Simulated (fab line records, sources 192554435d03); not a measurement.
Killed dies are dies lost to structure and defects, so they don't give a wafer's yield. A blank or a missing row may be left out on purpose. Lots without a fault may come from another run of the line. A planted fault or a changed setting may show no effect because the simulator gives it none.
Chamber matching | flow n5_finfet | N5_BEOL_M4_ILD_DEP_00 on pecvd-03: 3 sister chambers
The step deposits SiOC from DEMS/O2, target thk 79 nm, time 15.3 s. 3 wafers are shown with their chamber, then 10 later ones without.

WAFERS WITH THEIR CHAMBER
wafer  | chamber | throttle_valve_pct (%)
L084.5 | 2       | 11.5
L085.2 | 0       | 12.9
L085.3 | 1       | 12.6

WAFERS WITHOUT THEIR CHAMBER
wafer  | throttle_valve_pct (%)
L085.4 | 12.5
L088.1 | 11.5
L088.5 | 11.3
L088.6 | 12.9
L086.1 | 12.3
L086.5 | 12.7
L086.6 | 12.9
L097.2 | 12.2
L097.3 | 12.7
L097.5 | 11.6

WHICH CHAMBER EACH WENT THROUGH
wafer  | from the rows above          | in truth
L085.4 | can't be placed: 1 or 0      | 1
L088.1 | 2                            | 2
L088.5 | 2                            | 2
L088.6 | can't be placed: 0 or 1      | 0
L086.1 | can't be placed: 1 or 0      | 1
L086.5 | can't be placed: 1 or 0      | 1
L086.6 | can't be placed: 0 or 1      | 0
L097.2 | can't be placed: 1 or 2 or 0 | 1
L097.3 | can't be placed: 1 or 0      | 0
L097.5 | 2                            | 2
Placed correctly: 3 of 10. Can't be placed from these rows: 7 (the true chamber is among the candidates in 7). Placed wrongly: 0.
How it was worked out, from the rows above alone: a wafer's distance from a chamber is the root of the sum, over the readings, of the square of ((its reading less the chamber's mean) divided by the reading's scatter). The wafer belongs to the nearest chamber; if the next one is less than 2 further off, it can't be placed. A chamber's mean is the mean of its shown wafers. The scatter: with one shown wafer a chamber, the root of the mean of the squares of how far each hidden wafer lies from its nearest shown one.
